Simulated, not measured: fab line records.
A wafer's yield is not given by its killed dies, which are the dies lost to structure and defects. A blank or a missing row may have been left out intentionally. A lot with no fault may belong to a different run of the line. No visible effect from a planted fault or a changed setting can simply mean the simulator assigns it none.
Chamber matching ; flow nand harc ; NHARC_A_STAIRCASE_TRIM_229 on rie diel-07: 4 sister chambers
The step chemistry O2, time 211.2 s. 20 wafers are shown with their chamber, then 10 later ones without.

## WAFERS PAIRED WITH THEIR CHAMBERS
wafer;chamber;drypump motor current A (A);showerhead plenum p Torr (Torr);oes product au (a.u.)
L076.2;2;5.9;3.49;1.004
L076.3;3;6.2;3.73;0.993
L076.6;3;6.1;3.73;0.988
L074.2;1;5.7;3.34;0.995
L074.3;3;6.2;3.73;0.991
L074.4;0;6.1;3.28;1.010
L078.1;3;6.2;3.72;0.992
L078.4;3;6.1;3.72;0.998
L078.5;2;6.0;3.48;1.001
L079.1;2;5.9;3.48;1.007
L079.4;1;5.7;3.33;0.991
L079.6;2;5.9;3.48;1.023
L081.2;3;6.2;3.72;0.988
L081.3;0;6.1;3.26;1.009
L081.6;0;6.1;3.26;1.009
L085.3;0;6.1;3.26;1.002
L085.5;1;5.7;3.32;1.002
L085.6;2;6.0;3.47;1.012
L089.2;0;6.1;3.81;1.002
L089.3;2;6.0;3.47;0.999

SIGNATURES, as means of the wafers listed above
reading;chamber 0;chamber 1;chamber 2;chamber 3;scatter within a chamber
drypump motor current A;6.100;5.700;5.950;6.167;0.0421
showerhead plenum p Torr;3.3740;3.3300;3.4783;3.7250;0.122
oes product au;1.00640;0.99600;1.00767;0.99167;0.00604
Rule: for each reading, subtract the chamber's mean from the wafer's reading, divide by that reading's scatter and square the result; add these up over the readings and take the root, which gives the wafer's distance from the chamber. The wafer belongs to the nearest chamber; if the next one is less than 2 further off, it can't be placed. The scatter: the root of (the sum of the squares of (reading less its chamber's mean) over the shown wafers, divided by (wafers less chambers)).

## WAFERS WITH NO CHAMBER GIVEN
wafer;drypump motor current A (A);showerhead plenum p Torr (Torr);oes product au (a.u.)
L089.4;6.1;3.71;1.003
L087.2;6.0;3.47;1.003
L087.5;6.2;3.71;0.992
L087.6;6.1;3.81;0.996
L096.2;6.1;3.79;0.997
L096.4;6.1;3.69;1.003
L096.6;6.1;3.69;0.994
L095.2;6.0;3.46;0.998
L095.4;5.7;3.30;1.005
L095.5;5.7;3.30;0.989

## EACH ONE'S CHAMBER
wafer;from the rows above;in truth
L089.4;can't be placed: 3 or 0 or 2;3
L087.2;can't be placed: 2 or 0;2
L087.5;3;3
L087.6;3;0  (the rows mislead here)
L096.2;can't be placed: 3 or 0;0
L096.4;can't be placed: 3 or 0 or 2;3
L096.6;can't be placed: 3 or 0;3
L095.2;can't be placed: 2 or 0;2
L095.4;1;1
L095.5;1;1
3 of 10 placed correctly. Can't be placed from these rows: 6 (the true chamber is among the candidates in 6). Placed wrongly: 1.
